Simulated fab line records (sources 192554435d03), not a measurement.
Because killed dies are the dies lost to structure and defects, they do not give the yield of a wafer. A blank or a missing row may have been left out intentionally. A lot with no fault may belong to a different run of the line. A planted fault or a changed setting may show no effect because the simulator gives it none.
Struck lot and sound lot, side by side :: flow n5_finfet :: 17 out of 1938 route steps
Sound: wafers L401.1, L401.4, L401.5. Struck: wafer L400.1 (left out: L400.3, L400.6 of the same lot, which were not struck); the cause appears at the end.
At each step with rows: each side's tool, then ch and its chambers, then its first start. Under that, the readings that differ: sound wafers :: struck wafers :: difference of the means :: sigmas: that difference in standard deviations of wafers without a fault.
alike: readings with means less than 2 such deviations apart, plus words and numbers identical on both sides. not compared: withheld readings, readings lacking a value on some wafer, bounds such as >300 that could conceal the same value, and numbers that have no deviation in the record and whose values overlap.
Wherever a step has rows on one side only, a row that says differs or no value, or a row with sigmas, the two part there. Non-overlapping numbers with no deviation appear without sigmas and do not part them. A reading that every wafer of one side lacks parts them only if that side has two wafers or more.

first, 7 steps without rows for these wafers: N5_BEOL_M8_COAT_60 (time 60 s, resist thk 35 nm); N5_BEOL_M8_COAT_05 (resist thk 90 nm); N5_BEOL_M8_EBR_07; N5_BEOL_M8_SOFTBAKE_06 (time 60 s); N5_BEOL_M8_EXPOSE_08 (exposes mask M8); N5_BEOL_M8_PEB_09 (peb time 60 s); N5_BEOL_M8_DEVELOP_10 (develop time 30 s).
N5_BEOL_M8_CD_MEAS_11: the cd target is 38.5 nm.
  sound on cd_sem-01 ch 0, day 12 21:22; struck on cd_sem-02 ch 0, day 13 01:59
  alike: cd_nm
N5_BEOL_M8_OVL_MEAS_12:
  sound on overlay-02 ch 0, day 12 21:24; struck on overlay-02 ch 0, day 13 02:01
  alike: M8_OVL
N5_BEOL_M8_INSPECT_13: inspects for defects (brightfield).
  sound on defect_inspect-01, day 12 21:25; struck on defect_inspect-01, day 13 02:03
  alike: raw_defect_count
N5_BEOL_M8_DESCUM_16: chemistry O2, time 7.9 s.
  sound on rie_diel-03 ch 0,3, day 12 21:53; struck on rie_diel-01 ch 3, day 13 02:05
reading: drypump_motor_current_A (A)
sound: 6.3 6.3 6.3
struck: 5.1
difference: -1.2
sigmas: -3

reading: showerhead_plenum_p_Torr (Torr)
sound: 2.04 2.00 2.00
struck: 2.19
difference: +0.18
sigmas: +2
  alike: oes_product_au, rf_vpp_V, throttle_valve_pct
  not compared: rf_hours_counter_h
N5_BEOL_M8_ETCH_61: etches SiARC in CF4, target depth 45.5 nm, time 75.8 s.
  sound on rie_diel-03 ch 0,3, day 12 21:55; struck on rie_diel-01 ch 3, day 13 02:07
reading: drypump_motor_current_A (A)
sound: 6.3 6.3 6.3
struck: 5.1
difference: -1.2
sigmas: -3

reading: showerhead_plenum_p_Torr (Torr)
sound: 2.09 2.05 2.05
struck: 2.24
difference: +0.18
sigmas: +2
  alike: etch_rf_on_time_s, oes_product_au, rf_vpp_V, throttle_valve_pct
  not compared: rf_hours_counter_h
N5_BEOL_M8_ETCH_62: etches SOC in N2/H2, target depth 110 nm, overetch 22 nm, time 165 s.
  sound on rie_diel-03 ch 0,3, day 12 21:59; struck on rie_diel-01 ch 3, day 13 02:10
reading: drypump_motor_current_A (A)
sound: 6.3 6.3 6.3
struck: 5.1
difference: -1.2
sigmas: -3

reading: rf_vpp_V (V)
sound: 520.9 520.4 520.1
struck: 527.4
difference: +6.9
sigmas: +3

reading: showerhead_plenum_p_Torr (Torr)
sound: 2.47 2.42 2.42
struck: 2.68
difference: +0.24
sigmas: +3

reading: model.SiARC_of_BEOL_M8_COAT_60.thk_nm (nm)
sound: 28.6 28.6 28.6
struck: 27
difference: -2
sigmas: 
  alike: h2_flow_sccm, oes_product_au, throttle_valve_pct
  not compared: rf_hours_counter_h
then, 1 step without rows for these wafers: N5_BEOL_M8_STRIP_68 (strips in N2/H2).
N5_BEOL_M8_STRIP_67: strips in CF4.
  sound on rie_diel-03 ch 0,3, day 12 22:07; struck on rie_diel-01 ch 3, day 13 02:19
reading: drypump_motor_current_A (A)
sound: 6.3 6.3 6.3
struck: 5.1
difference: -1.2
sigmas: -3

reading: rf_vpp_V (V)
sound: 270.5 271.2 268.9
struck: 274.1
difference: +3.9
sigmas: +2

reading: showerhead_plenum_p_Torr (Torr)
sound: 1.76 1.72 1.72
struck: 1.88
difference: +0.15
sigmas: +2
  alike: oes_product_au, power_w, throttle_valve_pct
  not compared: rf_hours_counter_h
N5_BEOL_M8_HM_OPEN_17: chemistry Cl2/BCl3, target TiN, target depth 20 nm, overetch 6 nm.
  sound on rie_metal-02 ch 1, day 12 22:10; struck on rie_metal-03 ch 1, day 13 02:22
reading: model.etch.depth_nm (nm)
sound: 20.09 20.01 19.97
struck: 16.55
difference: -3.47
sigmas: 
  alike: drypump_motor_current_A, oes_product_au, throttle_valve_pct
  not compared: rf_hours_counter_h
N5_BEOL_M8_STRIP_19: strips in O2.
  sound on rie_diel-03 ch 0,2,3, day 12 22:20; struck on rie_diel-03 ch 2, day 13 02:29
  alike: drypump_motor_current_A, oes_product_au, rf_vpp_V, showerhead_plenum_p_Torr, throttle_valve_pct
  not compared: rf_hours_counter_h

WHERE THEY PART
First at N5_BEOL_M8_DESCUM_16; last, within this record, at N5_BEOL_M8_STRIP_67. Later steps at which nothing parts them and some readings are alike: N5_BEOL_M8_HM_OPEN_17, N5_BEOL_M8_STRIP_19.

WHY: what had been put in by the simulator
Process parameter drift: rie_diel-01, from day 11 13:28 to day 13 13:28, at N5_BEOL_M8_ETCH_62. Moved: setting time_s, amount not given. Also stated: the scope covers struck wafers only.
